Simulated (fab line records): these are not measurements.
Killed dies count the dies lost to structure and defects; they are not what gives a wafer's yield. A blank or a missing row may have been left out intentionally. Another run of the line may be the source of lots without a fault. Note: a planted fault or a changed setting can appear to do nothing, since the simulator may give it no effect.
Which tool is to blame?	flow n5 finfet	24 lots, 72 wafers sampled, at 6 steps of a route of 1938

WHAT THE GAUGES READ, wafer by wafer
N5_DUMMY_GATE_CD_MEAS_50 targets a cd of 14 nm. Usual: cd nm at 14.0 nm, with a standard deviation of 0.3.
lot	measured	on	cd nm (nm)	flag
L074	day 2 22:28	cd sem-02	14.3 14.4 14.6	
L075	day 3 03:23	cd sem-02	13.9 14.0 14.4	
L076	day 3 13:15	cd sem-02	14.3 13.9 14.3	
L077	day 3 16:54	cd sem-02	14.1 13.8 13.7	
L078	day 4 02:15	cd sem-03	13.9 14.4 14.0	
L079	day 4 04:06	cd sem-03	13.8 14.0 13.8	
L080	day 4 12:38	cd sem-01	13.5 13.6 14.0	
L081	day 4 20:14	cd sem-03	14.1 14.0 14.3	
L082	day 5 00:57	cd sem-01	13.9 13.8 13.9	
L083	day 5 08:50	cd sem-02	13.7 13.8 13.5	
L084	day 5 17:19	cd sem-02	13.7 13.9 13.9	
L085	day 6 03:29	cd sem-03	13.8 14.1 14.1	
L086	day 6 07:17	cd sem-02	13.9 13.6 14.5	
L087	day 6 11:36	cd sem-02	14.2 14.5 14.4	
L088	day 6 13:19	cd sem-02	14.3 13.9 13.5	
L089	day 6 19:49	cd sem-03	13.9 13.4 13.9	
L090	day 6 22:47	cd sem-03	14.4 13.9 14.0	
L091	day 7 06:33	cd sem-03	13.9 13.9 14.1	
L092	day 7 10:03	cd sem-03	13.8 14.2 14.1	
L093	day 7 18:11	cd sem-03	13.8 13.7 13.9	
L094	day 8 02:38	cd sem-03	14.0 13.6 13.5	
L095	day 8 07:27	cd sem-02	13.9 14.5 13.8	
L096	day 8 13:04	cd sem-01	13.5 14.1 14.1	
L097	day 8 17:00	cd sem-02	14.5 13.8 14.0	

N5_SPACER0_INSPECT_04: inspects for defects (darkfield). Usual: raw defect count at 152, with a standard deviation of 35.
lot	measured	on	raw defect count	flag
L074	day 2 23:51	defect inspect-02	124 91 131	
L075	day 3 05:18	defect inspect-02	137 168 150	
L076	day 3 14:39	defect inspect-02	205 177 200	
L077	day 3 18:17	defect inspect-01	114 132 133	
L078	day 4 03:38	defect inspect-02	193 115 137	
L079	day 4 05:32	defect inspect-01	89 103 133	
L080	day 4 15:46	defect inspect-01	124 75 127	
L081	day 4 22:57	defect inspect-01	185 143 132	
L082	day 5 06:05	defect inspect-01	122 177 137	
L083	day 5 10:27	defect inspect-01	158 156 203	
L084	day 5 19:40	defect inspect-01	214 211 187	
L085	day 6 05:21	defect inspect-02	135 196 121	
L086	day 6 08:48	defect inspect-01	177 165 154	
L087	day 6 13:06	defect inspect-01	136 128 120	
L088	day 6 14:41	defect inspect-01	158 115 110	
L089	day 6 21:28	defect inspect-01	176 146 182	
L090	day 7 00:48	defect inspect-02	141 101 135	
L091	day 7 08:43	defect inspect-02	141 136 171	
L092	day 7 11:26	defect inspect-02	184 159 151	
L093	day 7 19:37	defect inspect-02	189 102 127	
L094	day 8 04:02	defect inspect-02	115 156 106	
L095	day 8 08:50	defect inspect-02	192 211 261	
L096	day 8 14:38	defect inspect-01	134 211 137	
L097	day 8 18:53	defect inspect-02	155 167 165	

TOOL THAT RAN EACH LOT (tool first, then ch and the chambers of the sampled wafers, then the start)
lot	N5_STI_FIN_REVEAL_ALD_14	N5_DUMMY_GATE_ETCH_29	N5_DUMMY_GATE_ETCH_37	N5_DUMMY_GATE_STRIP_48
L074	ald sin-04 ch 0,1, day 2 04:24	rie diel-04 ch 1,2,3, day 2 22:09	rie diel-04 ch 1,2,3, day 2 22:14	rie diel-06 ch 1,2, day 2 23:03
L075	ald sin-04 ch 1,3, day 2 09:28	rie diel-02 ch 0,1,2, day 3 03:04	rie diel-02 ch 0,1,2, day 3 03:09	rie diel-02 ch 0,1,3, day 3 04:13
L076	ald sin-03 ch 0,2, day 2 16:16	rie diel-02 ch 0,1,2, day 3 12:56	rie diel-02 ch 0,1,2, day 3 13:01	rie diel-02 ch 0,1, day 3 13:51
L077	ald sin-01 ch 1,2,3, day 2 22:31	rie diel-04 ch 1,3, day 3 16:35	rie diel-04 ch 1,3, day 3 16:40	rie diel-04 ch 0,1,3, day 3 17:29
L078	ald sin-01 ch 0,1,3, day 3 04:40	rie diel-06 ch 0,1,2, day 4 01:56	rie diel-06 ch 0,1,2, day 4 02:01	rie diel-06 ch 0,1,2, day 4 02:50
L079	ald sin-01 ch 1,2,3, day 3 10:25	rie diel-04 ch 1,2, day 4 03:46	rie diel-04 ch 1,2, day 4 03:51	rie diel-04 ch 1,3, day 4 04:44
L080	ald sin-01 ch 0,3, day 3 16:07	rie diel-04 ch 1,2,3, day 4 12:19	rie diel-04 ch 1,2,3, day 4 12:23	rie diel-02 ch 1,3, day 4 13:19
L081	ald sin-01 ch 1,2, day 3 22:01	rie diel-06 ch 0,3, day 4 19:56	rie diel-06 ch 0,3, day 4 20:01	rie diel-04 ch 1,3, day 4 20:56
L082	ald sin-01 ch 1,2,3, day 4 04:38	rie diel-04 ch 0,1, day 5 00:38	rie diel-04 ch 0,1, day 5 00:43	rie diel-04 ch 1,2,3, day 5 01:32
L083	ald sin-04 ch 0,2,3, day 4 10:46	rie diel-02 ch 0,1,2, day 5 08:31	rie diel-02 ch 0,1,2, day 5 08:36	rie diel-02 ch 0,2,3, day 5 09:39
L084	ald sin-03 ch 1,2,3, day 4 21:04	rie diel-02 ch 0,2,3, day 5 17:00	rie diel-02 ch 0,2,3, day 5 17:05	rie diel-06 ch 0,1,3, day 5 17:58
L085	ald sin-03 ch 0,3, day 5 09:01	rie diel-06 ch 0,3, day 6 03:04	rie diel-06 ch 0,3, day 6 03:09	rie diel-04 ch 0,2,3, day 6 04:05
L086	ald sin-03 ch 0,1,2, day 5 10:48	rie diel-04 ch 0,3, day 6 06:59	rie diel-04 ch 0,3, day 6 07:04	rie diel-02 ch 1,2, day 6 07:53
L087	ald sin-01 ch 0,1,2, day 5 15:12	rie diel-06 ch 1,2,3, day 6 11:16	rie diel-06 ch 1,2,3, day 6 11:21	rie diel-04 ch 1,3, day 6 12:19
L088	ald sin-03 ch 0,1,2, day 5 18:07	rie diel-06 ch 1,2, day 6 12:59	rie diel-06 ch 1,2, day 6 13:04	rie diel-02 ch 0,1, day 6 13:53
L089	ald sin-03 ch 1,2,3, day 5 23:32	rie diel-04 ch 0,1,2, day 6 19:28	rie diel-04 ch 0,1,2, day 6 19:33	rie diel-06 ch 0,2,3, day 6 20:24
L090	ald sin-01 ch 0,1,2, day 6 04:34	rie diel-02 ch 2,3, day 6 22:29	rie diel-02 ch 2,3, day 6 22:34	rie diel-06 ch 0,2, day 6 23:23
L091	ald sin-01 ch 1,2,3, day 6 12:04	rie diel-04 ch 0,1,3, day 7 06:14	rie diel-04 ch 0,1,3, day 7 06:19	rie diel-06 ch 0,1,3, day 7 07:14
L092	ald sin-01 ch 0,1,3, day 6 15:51	rie diel-04 ch 1,3, day 7 09:44	rie diel-04 ch 1,3, day 7 09:49	rie diel-02 ch 0,3, day 7 10:38
L093	ald sin-01 ch 1,2, day 6 23:05	rie diel-04 ch 0,1,3, day 7 17:52	rie diel-04 ch 0,1,3, day 7 17:57	rie diel-02 ch 0,3, day 7 18:49
L094	ald sin-03 ch 1,2,3, day 7 08:11	rie diel-04 ch 0,1,2, day 8 02:19	rie diel-04 ch 0,1,2, day 8 02:24	rie diel-02 ch 1,2,3, day 8 03:14
L095	ald sin-01 ch 1,3, day 7 12:54	rie diel-06 ch 0,2, day 8 07:08	rie diel-06 ch 0,2, day 8 07:13	rie diel-06 ch 0,2, day 8 08:02
L096	ald sin-04 ch 2,3, day 7 19:07	rie diel-06 ch 0,1, day 8 12:44	rie diel-06 ch 0,1, day 8 12:49	rie diel-02 ch 0,1,3, day 8 13:38
L097	ald sin-03 ch 1,2, day 7 22:44	rie diel-04 ch 0,1, day 8 16:41	rie diel-04 ch 0,1, day 8 16:46	rie diel-06 ch 2,3, day 8 17:35
- N5_STI_FIN_REVEAL_ALD_14: deposits Si3N4, target thk 3 nm.
- N5_DUMMY_GATE_ETCH_29: etches underlayer in N2/H2, target depth 13 nm.
- N5_DUMMY_GATE_ETCH_37: etches SOC in N2/H2, target depth 60 nm, overetch 30 nm.
- N5_DUMMY_GATE_STRIP_48: strips in N2/H2, time 20 s.

WHAT THE TOOLS THEMSELVES READ (means of the sampled wafers that have a number; where no wafer has one, the mark that the record gives instead)
N5_STI_FIN_REVEAL_ALD_14. Usual: heater power w at 858 W, with a standard deviation of 140.
lot	tool	heater power w (W)	flag
L074	ald sin-04	781	
L075	ald sin-04	810	
L076	ald sin-03	907	
L077	ald sin-01	903	
L078	ald sin-01	864	
L079	ald sin-01	892	
L080	ald sin-01	1018	
L081	ald sin-01	771	
L082	ald sin-01	878	
L083	ald sin-04	770	
L084	ald sin-03	879	
L085	ald sin-03	864	
L086	ald sin-03	916	
L087	ald sin-01	744	
L088	ald sin-03	909	
L089	ald sin-03	880	
L090	ald sin-01	748	
L091	ald sin-01	907	
L092	ald sin-01	881	
L093	ald sin-01	764	
L094	ald sin-03	865	
L095	ald sin-01	1045	
L096	ald sin-04	821	
L097	ald sin-03	908	

N5_DUMMY_GATE_ETCH_29. Usual: drypump motor current A 5.83 A, standard deviation 0.27; oes product au 0.78 a.u., standard deviation 0.086; rf vpp V 524.5 V, standard deviation 2.6; showerhead plenum p Torr 2.57 Torr, standard deviation 0.085; throttle valve pct 18.00 %, standard deviation 0.28.
lot	tool	drypump motor current A (A)	oes product au (a.u.)	rf vpp V (V)	showerhead plenum p Torr (Torr)	throttle valve pct (%)	flag
L074	rie diel-04	5.84	0.71	522.1	2.48	18.03	
L075	rie diel-02	5.77	0.77	523.6	2.51	17.95	
L076	rie diel-02	5.78	0.78	523.3	2.51	17.96	
L077	rie diel-04	6.01	0.71	520.9	2.45	18.27	
L078	rie diel-06	5.86	0.74	527.3	2.63	17.99	
L079	rie diel-04	5.95	0.89	521.7	2.47	17.56	
L080	rie diel-04	5.86	0.81	521.6	2.48	17.90	
L081	rie diel-06	5.93	0.74	525.7	2.57	18.06	
L082	rie diel-04	5.98	0.76	524.6	2.58	18.26	
L083	rie diel-02	5.77	0.76	521.6	2.51	17.98	
L084	rie diel-02	5.65	0.75	523.7	2.54	17.95	
L085	rie diel-06	5.95	0.74	523.7	2.57	18.06	
L086	rie diel-04	5.59	0.75	524.4	2.57	18.22	
L087	rie diel-06	5.96	0.76	524.7	2.58	17.96	
L088	rie diel-06	5.84	0.74	525.8	2.64	18.00	
L089	rie diel-04	5.98	0.90	526.2	2.62	17.78	
L090	rie diel-02	5.51	0.71	524.5	2.56	17.96	
L091	rie diel-04	5.85	0.82	526.6	2.63	18.14	
L092	rie diel-04	5.72	0.81	523.7	2.58	18.12	
L093	rie diel-04	5.85	0.82	525.7	2.63	18.15	
L094	rie diel-04	5.97	0.88	525.9	2.62	17.81	
L095	rie diel-06	5.79	0.72	526.8	2.63	18.09	
L096	rie diel-06	5.93	0.69	525.5	2.61	17.99	
L097	rie diel-04	6.13	0.88	527.9	2.68	18.06	

N5_DUMMY_GATE_ETCH_37. Usual: drypump motor current A 5.83 A, standard deviation 0.27; oes product au 0.62 a.u., standard deviation 0.062; rf vpp V 524.8 V, standard deviation 2.4; showerhead plenum p Torr 2.57 Torr, standard deviation 0.085; throttle valve pct 17.93 %, standard deviation 0.28.
lot	tool	drypump motor current A (A)	oes product au (a.u.)	rf vpp V (V)	showerhead plenum p Torr (Torr)	throttle valve pct (%)	flag
L074	rie diel-04	5.86	0.57	522.9	2.48	17.95	
L075	rie diel-02	5.77	0.62	523.1	2.51	17.89	
L076	rie diel-02	5.77	0.62	522.9	2.51	17.89	
L077	rie diel-04	6.00	0.56	520.8	2.45	18.19	
L078	rie diel-06	5.85	0.58	525.8	2.63	17.92	
L079	rie diel-04	5.96	0.70	521.6	2.47	17.49	
L080	rie diel-04	5.84	0.63	521.5	2.48	17.82	
L081	rie diel-06	5.93	0.59	525.2	2.57	17.98	
L082	rie diel-04	5.98	0.60	525.6	2.58	18.18	
L083	rie diel-02	5.78	0.61	522.9	2.51	17.91	
L084	rie diel-02	5.67	0.60	525.1	2.54	17.89	
L085	rie diel-06	5.95	0.59	524.8	2.57	18.00	
L086	rie diel-04	5.58	0.60	524.4	2.57	18.16	
L087	rie diel-06	5.97	0.61	525.6	2.58	17.89	
L088	rie diel-06	5.85	0.58	526.8	2.64	17.92	
L089	rie diel-04	5.98	0.70	526.0	2.62	17.72	
L090	rie diel-02	5.52	0.57	525.0	2.56	17.90	
L091	rie diel-04	5.87	0.64	525.5	2.63	18.06	
L092	rie diel-04	5.75	0.64	525.2	2.58	18.06	
L093	rie diel-04	5.87	0.64	526.2	2.63	18.07	
L094	rie diel-04	5.97	0.69	525.8	2.62	17.75	
L095	rie diel-06	5.79	0.57	526.4	2.63	18.02	
L096	rie diel-06	5.92	0.56	526.3	2.61	17.92	
L097	rie diel-04	6.13	0.69	528.0	2.68	17.99	

N5_DUMMY_GATE_STRIP_48. Usual: drypump motor current A 5.85 A, standard deviation 0.26; oes product au 0.76 a.u., standard deviation 0.068; rf vpp V 45.3 V, standard deviation 0.9; showerhead plenum p Torr 3.39 Torr, standard deviation 0.097; throttle valve pct 12.36 %, standard deviation 0.24.
lot	tool	drypump motor current A (A)	oes product au (a.u.)	rf vpp V (V)	showerhead plenum p Torr (Torr)	throttle valve pct (%)	flag
L074	rie diel-06	5.84	0.76	46.3	3.51	12.30	
L075	rie diel-02	5.88	0.75	45.2	3.40	12.39	
L076	rie diel-02	6.04	0.78	45.1	3.38	12.36	
L077	rie diel-04	5.85	0.75	45.3	3.37	12.55	
L078	rie diel-06	5.87	0.74	45.5	3.49	12.37	
L079	rie diel-04	5.74	0.73	45.6	3.30	12.56	
L080	rie diel-02	5.82	0.72	45.2	3.39	12.46	
L081	rie diel-04	6.01	0.70	44.9	3.25	12.65	
L082	rie diel-04	5.83	0.80	44.7	3.29	12.24	
L083	rie diel-02	5.68	0.76	46.1	3.37	12.29	
L084	rie diel-06	6.01	0.75	45.8	3.41	12.33	
L085	rie diel-04	5.72	0.81	45.6	3.40	12.19	
L086	rie diel-02	5.72	0.75	45.4	3.32	12.36	
L087	rie diel-04	5.72	0.82	45.0	3.43	12.39	
L088	rie diel-02	5.97	0.74	45.1	3.35	12.45	
L089	rie diel-06	5.93	0.75	45.5	3.42	12.38	
L090	rie diel-06	5.82	0.72	45.6	3.50	12.44	
L091	rie diel-06	5.99	0.73	45.3	3.41	12.36	
L092	rie diel-02	5.93	0.74	45.6	3.40	12.43	
L093	rie diel-02	5.94	0.74	45.6	3.40	12.43	
L094	rie diel-02	5.63	0.72	45.7	3.35	12.38	
L095	rie diel-06	5.82	0.70	45.7	3.47	12.52	
L096	rie diel-02	5.87	0.71	45.2	3.38	12.48	
L097	rie diel-06	6.04	0.78	45.2	3.35	12.30	

THE ANSWER, worked out from the rows above alone
Rule: a lot counts as off when the mean over its wafers that have a number is more than 3 standard deviations away from the usual mean. Also off: a lot with no number at a reading for which 4 or more lots have one. All remaining lots with rows at the step are treated as sound. The gauges are gone through in route order, then the tools' own readings, and for those a lot's mean is taken as printed above. The first step at which some lot is off is used, and at that step the reading that is off furthest; a lot without a number counts as furthest.
None of the lots is off at any reading shown; this tells nothing.

WHAT THE SIMULATOR HAD INSERTED
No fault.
